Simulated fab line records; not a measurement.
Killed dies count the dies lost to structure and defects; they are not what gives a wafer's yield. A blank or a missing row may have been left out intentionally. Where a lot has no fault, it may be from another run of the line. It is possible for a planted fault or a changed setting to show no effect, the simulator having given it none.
Which of the tools did it? / flow nandHarc / 39 wafers from 13 lots sampled at 5 of the route's 1302 steps

## WHAT THE GAUGES SHOWED, per wafer
NHARC_END_SORT_01. Usual: defectLimitedYield is 91 % with standard deviation 3, killedAtArray is 56 with standard deviation 20, killedAtOther is 1 with standard deviation 1.3, killedAtPeriphery is 3.5 with standard deviation 2.7, killedDies is 60 with standard deviation 20, killedOpen is 3.3 with standard deviation 1.6, and killedShort is 2.4 with standard deviation 1.5.
lot=L962; measured=day 23 05:56; on=prober-02; defectLimitedYield (%)=94 91 91; killedAtArray=41 58 56; killedAtOther=0 0 0; killedAtPeriphery=3 6 5; killedDies=44 64 61; killedOpen=2 7 4; killedShort=5 1 3; flag=
lot=L965; measured=day 25 06:34; on=prober-01; defectLimitedYield (%)=93 92 94; killedAtArray=44 52 34; killedAtOther=0 1 1; killedAtPeriphery=2 2 3; killedDies=46 55 38; killedOpen=4 4 3; killedShort=3 3 1; flag=
lot=L969; measured=day 27 01:59; on=prober-02; defectLimitedYield (%)=91 93 91; killedAtArray=57 43 57; killedAtOther=0 2 2; killedAtPeriphery=5 5 4; killedDies=62 50 63; killedOpen=5 4 4; killedShort=1 4 0; flag=
lot=L975; measured=day 29 05:33; on=prober-01; defectLimitedYield (%)=76 88 88; killedAtArray=154 74 73; killedAtOther=0 1 0; killedAtPeriphery=6 9 7; killedDies=160 84 80; killedOpen=1 4 2; killedShort=4 1 1; flag=
lot=L977; measured=day 30 15:08; on=prober-02; defectLimitedYield (%)=92 94 91; killedAtArray=52 39 51; killedAtOther=2 1 3; killedAtPeriphery=1 1 4; killedDies=55 41 58; killedOpen=4 4 6; killedShort=5 1 3; flag=

## WHAT TOOL EACH LOT RAN ON (gives the tool, then ch and the chambers of the sampled wafers, and finally the start)
lot=L962; NHARC_A_M1_PRE_CLEAN_32=pecvd-02 ch 1,2, day 21 23:42; NHARC_A_BONDPAD_CMP_19=cmp-03 ch 1,2,3, day 22 03:48; NHARC_THIN_TSV_STRIP_45=plasmaAsher-02 ch 0,1, day 22 18:28; NHARC_THIN_TSV_CMP_21=cmp-03 ch 0,2,3, day 22 21:44
lot=L963; NHARC_A_M1_PRE_CLEAN_32=pecvd-02 ch 0,2, day 23 03:37; NHARC_A_BONDPAD_CMP_19=cmp-03 ch 2,3, day 23 07:46; NHARC_THIN_TSV_STRIP_45=plasmaAsher-01 ch 0,1, day 23 21:49; NHARC_THIN_TSV_CMP_21=cmp-01 ch 0,1, day 24 01:04
lot=L965; NHARC_A_M1_PRE_CLEAN_32=pecvd-04 ch 0,1,2, day 23 19:13; NHARC_A_BONDPAD_CMP_19=cmp-04 ch 2,3, day 23 23:14; NHARC_THIN_TSV_STRIP_45=plasmaAsher-02 ch 0,1, day 24 13:10; NHARC_THIN_TSV_CMP_21=cmp-03 ch 0,1,3, day 24 16:28
lot=L967; NHARC_A_M1_PRE_CLEAN_32=pecvd-04 ch 0,1,2, day 25 02:04; NHARC_A_BONDPAD_CMP_19=cmp-02 ch 0,3, day 25 06:02; NHARC_THIN_TSV_STRIP_45=plasmaAsher-01 ch 0,1, day 25 20:05; NHARC_THIN_TSV_CMP_21=cmp-02 ch 0,2,3, day 25 23:46
lot=L969; NHARC_A_M1_PRE_CLEAN_32=pecvd-04 ch 0,2, day 25 17:02; NHARC_A_BONDPAD_CMP_19=cmp-04 ch 0,1,3, day 25 21:14; NHARC_THIN_TSV_STRIP_45=plasmaAsher-01 ch 0,1, day 26 10:56; NHARC_THIN_TSV_CMP_21=cmp-02 ch 1,2,3, day 26 14:11
lot=L975; NHARC_A_M1_PRE_CLEAN_32=pecvd-04 ch 0,2, day 27 20:26; NHARC_A_BONDPAD_CMP_19=cmp-04 ch 0,1, day 28 00:24; NHARC_THIN_TSV_STRIP_45=plasmaAsher-01 ch 0,1, day 28 15:41; NHARC_THIN_TSV_CMP_21=cmp-01 ch 1,2,3, day 28 19:00
lot=L977; NHARC_A_M1_PRE_CLEAN_32=pecvd-03 ch 0,2, day 29 04:07; NHARC_A_BONDPAD_CMP_19=cmp-03 ch 1,2, day 29 08:20; NHARC_THIN_TSV_STRIP_45=plasmaAsher-02 ch 0,1, day 30 01:16; NHARC_THIN_TSV_CMP_21=cmp-02 ch 1,2,3, day 30 04:31
lot=L979; NHARC_A_M1_PRE_CLEAN_32=pecvd-03 ch 1,2, day 29 16:04; NHARC_A_BONDPAD_CMP_19=cmp-04 ch 1,2,3, day 29 20:10; NHARC_THIN_TSV_STRIP_45=plasmaAsher-02 ch 0,1, day 30 12:37; NHARC_THIN_TSV_CMP_21=cmp-02 ch 1,2,3, day 30 16:01
lot=L980; NHARC_A_M1_PRE_CLEAN_32=pecvd-03 ch 0,1, day 29 21:23; NHARC_A_BONDPAD_CMP_19=cmp-03 ch 0,1,3, day 30 01:26; NHARC_THIN_TSV_STRIP_45=plasmaAsher-02 ch 0,1, day 30 15:41; NHARC_THIN_TSV_CMP_21=cmp-01 ch 2,3, day 30 19:04
lot=L981; NHARC_A_M1_PRE_CLEAN_32=pecvd-03 ch 0,1,2, day 30 19:55; NHARC_A_BONDPAD_CMP_19=cmp-03 ch 1,2, day 31 00:01; NHARC_THIN_TSV_STRIP_45=plasmaAsher-01 ch 0,1, day 31 14:01; NHARC_THIN_TSV_CMP_21=cmp-01 ch 1,2,3, day 31 17:26
lot=L982; NHARC_A_M1_PRE_CLEAN_32=pecvd-02 ch 0,1,2, day 30 22:25; NHARC_A_BONDPAD_CMP_19=cmp-03 ch 2,3, day 31 02:34; NHARC_THIN_TSV_STRIP_45=plasmaAsher-02 ch 0,1, day 31 15:16; NHARC_THIN_TSV_CMP_21=cmp-01 ch 1,3, day 31 18:31
lot=L983; NHARC_A_M1_PRE_CLEAN_32=pecvd-04 ch 0,2, day 31 18:53; NHARC_A_BONDPAD_CMP_19=cmp-04 ch 1,2,3, day 31 23:11; NHARC_THIN_TSV_STRIP_45=plasmaAsher-01 ch 0,1, day 32 13:32; NHARC_THIN_TSV_CMP_21=cmp-02 ch 0,1,3, day 32 16:50
lot=L985; NHARC_A_M1_PRE_CLEAN_32=pecvd-04 ch 0,2, day 32 01:31; NHARC_A_BONDPAD_CMP_19=cmp-04 ch 0,1,3, day 32 05:50; NHARC_THIN_TSV_STRIP_45=plasmaAsher-01 ch 1, day 32 22:25; NHARC_THIN_TSV_CMP_21=cmp-01 ch 0,1, day 33 01:39
- NHARC_A_M1_PRE_CLEAN_32: time 12 s.
- NHARC_A_BONDPAD_CMP_19: polishes, t overpolish 30 s, cu recess touch 16 s, target thk 169.82 nm.
- NHARC_THIN_TSV_STRIP_45: strips in O2.
- NHARC_THIN_TSV_CMP_21: polishes, t overpolish 30 s, target thk 2000 nm.

## AS READ BY THE TOOLS THEMSELVES (means over the sampled wafers that have a number; for cases with no such wafer, the mark the record gives instead)
NHARC_A_M1_PRE_CLEAN_32. Usual: heaterPowerW reads 596 W (standard deviation 66).
lot=L962; tool=pecvd-02; heaterPowerW (W)=534; flag=
lot=L963; tool=pecvd-02; heaterPowerW (W)=660; flag=
lot=L965; tool=pecvd-04; heaterPowerW (W)=592; flag=
lot=L967; tool=pecvd-04; heaterPowerW (W)=598; flag=
lot=L969; tool=pecvd-04; heaterPowerW (W)=538; flag=
lot=L975; tool=pecvd-04; heaterPowerW (W)=589; flag=
lot=L977; tool=pecvd-03; heaterPowerW (W)=636; flag=
lot=L979; tool=pecvd-03; heaterPowerW (W)=643; flag=
lot=L980; tool=pecvd-03; heaterPowerW (W)=643; flag=
lot=L981; tool=pecvd-03; heaterPowerW (W)=657; flag=
lot=L982; tool=pecvd-02; heaterPowerW (W)=572; flag=
lot=L983; tool=pecvd-04; heaterPowerW (W)=535; flag=
lot=L985; tool=pecvd-04; heaterPowerW (W)=548; flag=

NHARC_A_BONDPAD_CMP_19. Usual: motorCurrentA 11.7 A, standard deviation 1.1; overpolishRunS 29.999 s, standard deviation 0.0091.
lot=L962; tool=cmp-03; motorCurrentA (A)=11.8; overpolishRunS (s)=30.003; flag=
lot=L963; tool=cmp-03; motorCurrentA (A)=12.1; overpolishRunS (s)=30.000; flag=
lot=L965; tool=cmp-04; motorCurrentA (A)=10.1; overpolishRunS (s)=29.998; flag=
lot=L967; tool=cmp-02; motorCurrentA (A)=12.3; overpolishRunS (s)=30.001; flag=
lot=L969; tool=cmp-04; motorCurrentA (A)=11.7; overpolishRunS (s)=30.001; flag=
lot=L975; tool=cmp-04; motorCurrentA (A)=11.7; overpolishRunS (s)=29.992; flag=
lot=L977; tool=cmp-03; motorCurrentA (A)=11.4; overpolishRunS (s)=29.998; flag=
lot=L979; tool=cmp-04; motorCurrentA (A)=10.5; overpolishRunS (s)=30.007; flag=
lot=L980; tool=cmp-03; motorCurrentA (A)=12.2; overpolishRunS (s)=29.999; flag=
lot=L981; tool=cmp-03; motorCurrentA (A)=11.3; overpolishRunS (s)=29.996; flag=
lot=L982; tool=cmp-03; motorCurrentA (A)=11.7; overpolishRunS (s)=29.999; flag=
lot=L983; tool=cmp-04; motorCurrentA (A)=11.2; overpolishRunS (s)=30.004; flag=
lot=L985; tool=cmp-04; motorCurrentA (A)=11.2; overpolishRunS (s)=30.000; flag=

NHARC_THIN_TSV_STRIP_45. Usual: drypumpMotorCurrentA 5.9 A, standard deviation 0.36; heaterPowerW 366 W, standard deviation 31.
lot=L962; tool=plasmaAsher-02; drypumpMotorCurrentA (A)=6.0; heaterPowerW (W)=344; flag=
lot=L963; tool=plasmaAsher-01; drypumpMotorCurrentA (A)=5.6; heaterPowerW (W)=397; flag=
lot=L965; tool=plasmaAsher-02; drypumpMotorCurrentA (A)=6.3; heaterPowerW (W)=353; flag=
lot=L967; tool=plasmaAsher-01; drypumpMotorCurrentA (A)=5.7; heaterPowerW (W)=389; flag=
lot=L969; tool=plasmaAsher-01; drypumpMotorCurrentA (A)=5.6; heaterPowerW (W)=391; flag=
lot=L975; tool=plasmaAsher-01; drypumpMotorCurrentA (A)=5.7; heaterPowerW (W)=392; flag=
lot=L977; tool=plasmaAsher-02; drypumpMotorCurrentA (A)=6.0; heaterPowerW (W)=334; flag=
lot=L979; tool=plasmaAsher-02; drypumpMotorCurrentA (A)=6.3; heaterPowerW (W)=343; flag=
lot=L980; tool=plasmaAsher-02; drypumpMotorCurrentA (A)=6.0; heaterPowerW (W)=331; flag=
lot=L981; tool=plasmaAsher-01; drypumpMotorCurrentA (A)=5.7; heaterPowerW (W)=388; flag=
lot=L982; tool=plasmaAsher-02; drypumpMotorCurrentA (A)=6.3; heaterPowerW (W)=348; flag=
lot=L983; tool=plasmaAsher-01; drypumpMotorCurrentA (A)=5.7; heaterPowerW (W)=390; flag=
lot=L985; tool=plasmaAsher-01; drypumpMotorCurrentA (A)=5.8; heaterPowerW (W)=380; flag=

NHARC_THIN_TSV_CMP_21. Usual: motorCurrentA 12.3 A, standard deviation 1.2; overpolishRunS 29.999 s, standard deviation 0.0086.
lot=L962; tool=cmp-03; motorCurrentA (A)=12.3; overpolishRunS (s)=29.999; flag=
lot=L963; tool=cmp-01; motorCurrentA (A)=12.9; overpolishRunS (s)=29.993; flag=
lot=L965; tool=cmp-03; motorCurrentA (A)=12.4; overpolishRunS (s)=29.999; flag=
lot=L967; tool=cmp-02; motorCurrentA (A)=13.8; overpolishRunS (s)=29.992; flag=
lot=L969; tool=cmp-02; motorCurrentA (A)=12.8; overpolishRunS (s)=30.003; flag=
lot=L975; tool=cmp-01; motorCurrentA (A)=11.4; overpolishRunS (s)=30.007; flag=
lot=L977; tool=cmp-02; motorCurrentA (A)=12.6; overpolishRunS (s)=30.000; flag=
lot=L979; tool=cmp-02; motorCurrentA (A)=12.8; overpolishRunS (s)=30.003; flag=
lot=L980; tool=cmp-01; motorCurrentA (A)=10.8; overpolishRunS (s)=29.995; flag=
lot=L981; tool=cmp-01; motorCurrentA (A)=11.4; overpolishRunS (s)=29.992; flag=
lot=L982; tool=cmp-01; motorCurrentA (A)=11.1; overpolishRunS (s)=30.000; flag=
lot=L983; tool=cmp-02; motorCurrentA (A)=12.6; overpolishRunS (s)=29.995; flag=
lot=L985; tool=cmp-01; motorCurrentA (A)=12.7; overpolishRunS (s)=30.009; flag=

## THE ANSWER, worked out from the rows above alone
Rule: take the mean of a lot's wafers that have a number; if it is more than 3 standard deviations from the usual mean, the lot is off. A lot without any number at a reading at which 4 lots or more have one is off too. Any other lot the step has rows for is counted as sound. The gauges are gone through in route order, then the tools' own readings, and for those a lot's mean is taken as printed above. The first step at which some lot is off is used, and at that step the reading that is off furthest; a lot without a number counts as furthest.
No lot is off at any reading shown: from this, nothing can be told.

## WHAT THE SIMULATOR HAD PUT IN
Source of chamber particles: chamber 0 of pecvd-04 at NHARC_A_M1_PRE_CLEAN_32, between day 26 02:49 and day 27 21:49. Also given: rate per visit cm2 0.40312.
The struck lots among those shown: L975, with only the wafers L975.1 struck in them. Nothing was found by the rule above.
